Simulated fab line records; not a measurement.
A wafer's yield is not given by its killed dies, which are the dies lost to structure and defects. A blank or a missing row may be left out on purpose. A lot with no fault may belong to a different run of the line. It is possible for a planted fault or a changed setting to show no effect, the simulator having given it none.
The tool behind it: which one?	flow n5Finfet	29 wafers sampled from 10 lots at 1 step of a route of 1938

== WHAT THE GAUGES READ, wafer by wafer ==
N5_HKMG_FIN_OVL_MEAS_50.
lot	measured	on	NDIPOLE_OVL (nm)
L474	day 4 07:29	overlay-02	0.0 -0.2 -1.2
L475	day 4 09:11	overlay-01	-0.1 0.8 0.3
L476	day 4 15:16	overlay-01	-1.0 -0.6
L477	day 5 03:03	overlay-01	0.4 -1.0 -0.7
L478	day 5 07:15	overlay-02	-0.5 -0.4 -1.2
L483	day 6 18:43	overlay-01	2.0 1.4 1.3
L486	day 7 07:58	overlay-02	-1.2 -0.2 0.4
L491	day 8 10:43	overlay-02	-0.5 -1.1 0.5
L495	day 9 10:56	overlay-01	0.3 0.8 0.0
L496	day 9 22:01	overlay-01	0.7 2.0 0.5

== EACH LOT AND THE TOOL THAT RAN IT (in order: tool; ch and the chambers of the sampled wafers; start) ==
Before these readings, the record contains no process step.

== THE ANSWER, worked out from the rows above alone ==
Rule: usual is defined by the lots themselves. Put in order of their means at a reading, lots are off if they are a third of the lots or fewer, leave a main group of 4 or more, and stand apart from it by a gap of 3 or more times the standard deviation of the main group's means; of several such gaps the widest counts. If all means in a main group match to the digits the tables above print for the reading, that group is not used. A lot without any number at a reading at which 4 lots or more have one is off too. All remaining lots with rows at the step are treated as sound.
No lot is off on any of the readings shown, so nothing can be concluded from this.

== WHAT WAS PUT IN BY THE SIMULATOR ==
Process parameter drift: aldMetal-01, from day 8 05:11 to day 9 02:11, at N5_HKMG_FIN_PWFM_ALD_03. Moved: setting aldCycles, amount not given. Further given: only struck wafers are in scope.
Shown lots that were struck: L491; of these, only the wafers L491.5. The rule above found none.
